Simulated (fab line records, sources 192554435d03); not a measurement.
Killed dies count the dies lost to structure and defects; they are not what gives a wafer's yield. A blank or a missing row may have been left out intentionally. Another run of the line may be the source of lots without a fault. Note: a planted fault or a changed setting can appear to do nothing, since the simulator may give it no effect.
Struck lot and sound lot, side by side :: flow n5-finfet :: 28 out of 1938 route steps
Sound: these wafers, L357.1, L357.2, L357.4. Struck: wafers L360.2, L360.3, L360.6. The cause is named last.
For every step that has rows: the tool of each side, followed by ch and its chambers, followed by its first start. Under that, the readings that differ: sound wafers :: struck wafers :: difference of the means :: sigmas: that difference in standard deviations of wafers without a fault.
alike: readings with means less than 2 such deviations apart, plus words and numbers identical on both sides. not compared: withheld readings, readings lacking a value on some wafer, bounds such as >300 that could conceal the same value, and numbers that have no deviation in the record and whose values overlap.
The two part at a step that has a row with sigmas, a row that says differs or no value, or rows on one side only. Numbers that don't overlap but have no deviation are shown without sigmas and don't part them. A reading missing from all wafers of one side parts the sides only when that side holds two or more wafers.

first, 3 steps without rows for these wafers: N5_STI_FIN_REVEAL_ALD_14 (deposits Si3N4, target thk 3 nm); N5_STI_FIN_REVEAL_FCVD_FILL_01 (material SiO2 flowable, target thk 312 nm, time 512.2 s); N5_STI_FIN_REVEAL_DENSIFY_02 (time 1800 s).
N5_STI_FIN_REVEAL_CMP_04: polishes, stops on Si3N4, t overpolish 4 s, target thk 131.83 nm.
  sound on cmp-02 ch 0,1,2, day 4 09:17; struck on cmp-02 ch 1,2,3, day 5 05:46
  alike: motor-current-A, overpolish-run-s, time-to-endpoint-s
N5_STI_FIN_REVEAL_THK_MEAS_05:
  sound on film-metro-02, day 4 09:34; struck on film-metro-02, day 5 06:04
  alike: thk-nm
next, for these wafers, 1 step has no rows: N5_STI_FIN_REVEAL_DENSIFY_30.
N5_STI_FIN_REVEAL_ETCHBACK_08: etches SiO2 in C4F6/O2, target depth 30.5 nm, time 10.167 s.
  sound on rie-diel-04 ch 0,1,2, day 4 09:49; struck on rie-diel-04 ch 2,3, day 5 06:19
  alike: drypump-motor-current-A, oes_o_777_au, oes-product-au, rf-vpp-V, showerhead-plenum-p-Torr, throttle-valve-pct
  not compared: rf-hours-counter-h
N5_STI_FIN_REVEAL_STRIP_24: strips in N2/H2, time 90 s.
  sound on rie-diel-04 ch 0,1,2, day 4 09:51; struck on rie-diel-04 ch 2,3, day 5 06:20
  alike: drypump-motor-current-A, h2-flow-sccm, oes-product-au, rf-vpp-V, showerhead-plenum-p-Torr, throttle-valve-pct
  not compared: rf-hours-counter-h
then, 4 steps without rows for these wafers: N5_STI_FIN_REVEAL_PRECLEAN_25 (cleans in SPM, time 90 s); N5_STI_FIN_REVEAL_PRECLEAN_26 (cleans in SC1, time 45 s); N5_STI_FIN_REVEAL_PRECLEAN_29 (cleans in DHF, time 30 s); N5_STI_FIN_REVEAL_SRD_12 (time 30 s).
N5_STI_FIN_REVEAL_RECESS_09: chemistry HF/NH3, target SiO2, afs cycles 11, target depth 42.5 nm, sublimation time 60 s.
  sound on vapor-etch-01 ch 0,1, day 4 10:21; struck on vapor-etch-01 ch 0,1, day 5 06:34
  alike: drypump-motor-current-A
then, 2 steps without rows for these wafers: N5_STI_FIN_REVEAL_STRIP_16 (strips SiNx in H3PO4, target depth 23.8 nm); N5_STI_FIN_REVEAL_PRECLEAN_17 (cleans in NF3:NH3, afs cycles 1, time 20 s, sublimation time 60 s).
N5_STI_FIN_REVEAL_ETCH_34: etches Si in H2, material Si, target depth 0.97 nm.
  sound on rie-si-05 ch 0,2,3, day 4 12:27; struck on rie-si-03 ch 1,2, day 5 08:40
  alike: drypump-motor-current-A, h2-flow-sccm, oes-product-au, throttle-valve-pct
  not compared: rf-hours-counter-h
N5_STI_FIN_REVEAL_OXIDATION_31: chemistry O2 PLASMA REMOTE, time 20 s.
  sound on plasma-asher-02 ch 0,1, day 4 12:31; struck on plasma-asher-02 ch 0,1, day 5 08:43
  alike: drypump-motor-current-A, heater-power-w
  not compared: rf-hours-counter-h
then, 6 steps without rows for these wafers: N5_STI_FIN_REVEAL_PRECLEAN_32 (cleans in NF3:NH3, afs cycles 1, time 20 s, sublimation time 60 s); N5_STI_FIN_REVEAL_STRIP_35 (strips Si3N4 in H3PO4, target depth 4 nm, time 39 s); N5_STI_FIN_REVEAL_SRD_21 (time 30 s); N5_STI_FIN_REVEAL_OXIDATION_33 (chemistry O2 PLASMA REMOTE, time 20 s); N5_STI_FIN_REVEAL_CLEAN_19 (cleans in O3/DIW, time 120 s); N5_STI_FIN_REVEAL_SRD_23 (time 30 s).
N5_STI_FIN_REVEAL_CD_MEAS_22: target cd 6.238 nm, pitch 28 nm.
  sound on cd-sem-02, day 4 13:37; struck on cd-sem-03, day 5 09:14
  alike: cd-nm
N5_STI_FIN_REVEAL_FIN_H_MEAS_10:
  sound on ocd-02, day 4 13:38; struck on ocd-02, day 5 09:16
reading: trench-depth-nm (nm)
sound: 52.3 50.8 51.5
struck: 55.9 54.1 53.9
difference: +3.1
sigmas: +4
then, 1 step without rows for these wafers: N5_STI_FIN_REVEAL_PRECLEAN_18 (cleans in SC2, time 45 s).
-- the record jumps here: 5 days lie between the struck wafers' starts before and after (it left off in module STI_FIN_REVEAL and takes up again in module BEOL_M4, whose first step shown is number 1111 of the route) --
N5_BEOL_M4_RC_MEAS_101:
  sound on prober-02 ch 0, day 9 23:50; struck on prober-02 ch 0, day 10 20:37
reading: ION_N (uA/um)
sound: 672 676 689
struck: 713 711 703
difference: +30
sigmas: +2
  alike: DIBL_N, DIBL_P, IOFF_N, IOFF_P, ION_P, SS_N, SS_P, VT_N, VT_P
next, for these wafers, 1 step has no rows: N5_PASSIVATION_PROBE_49.

## WHERE THEY PART
Earliest at N5_STI_FIN_REVEAL_FIN_H_MEAS_10; latest, in this record, at N5_BEOL_M4_RC_MEAS_101.

WHY: the cause the simulator had injected
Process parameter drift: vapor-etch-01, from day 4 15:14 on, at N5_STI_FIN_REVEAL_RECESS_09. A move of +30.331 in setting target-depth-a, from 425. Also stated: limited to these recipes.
